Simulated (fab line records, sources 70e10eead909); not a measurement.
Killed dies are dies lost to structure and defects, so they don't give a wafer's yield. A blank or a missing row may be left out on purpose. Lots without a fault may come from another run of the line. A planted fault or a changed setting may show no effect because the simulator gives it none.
Chamber matching | flow nand_harc | NHARC_A_WL_FILL_ALD_02 on ald_metal-01: 4 sister chambers
The step deposits TiN, target thk 2 nm, pulse time 3 s, ald cycles 100. 4 wafers are shown with their chamber, then 9 later ones without.

WAFERS WITH THEIR CHAMBER
wafer  | chamber | heater_power_w (W)
L075.6 | 3       | 1029
L087.4 | 2       | 1175
L089.5 | 0       | 1131
L089.6 | 1       | 1240

WAFERS WITHOUT THEIR CHAMBER
wafer  | heater_power_w (W)
L090.1 | 1190
L090.3 | 984
L090.5 | 1211
L093.1 | 1189
L093.2 | 1222
L093.5 | 1146
L097.3 | 992
L097.4 | 1151
L097.5 | 1224

WHICH CHAMBER EACH WENT THROUGH
wafer  | from the rows above          | in truth
L090.1 | can't be placed: 2 or 1 or 0 | 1
L090.3 | 3                            | 3
L090.5 | can't be placed: 1 or 2 or 0 | 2
L093.1 | can't be placed: 2 or 1 or 0 | 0
L093.2 | can't be placed: 1 or 2      | 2
L093.5 | can't be placed: 0 or 2      | 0
L097.3 | 3                            | 3
L097.4 | can't be placed: 0 or 2      | 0
L097.5 | can't be placed: 1 or 2      | 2
Placed correctly: 2 of 9. Can't be placed from these rows: 7 (the true chamber is among the candidates in 7). Placed wrongly: 0.
How it was worked out, from the rows above alone: a wafer's distance from a chamber is the root of the sum, over the readings, of the square of ((its reading less the chamber's mean) divided by the reading's scatter). The wafer belongs to the nearest chamber; if the next one is less than 2 further off, it can't be placed. A chamber's mean is the mean of its shown wafers. The scatter: with one shown wafer a chamber, the root of the mean of the squares of how far each hidden wafer lies from its nearest shown one.
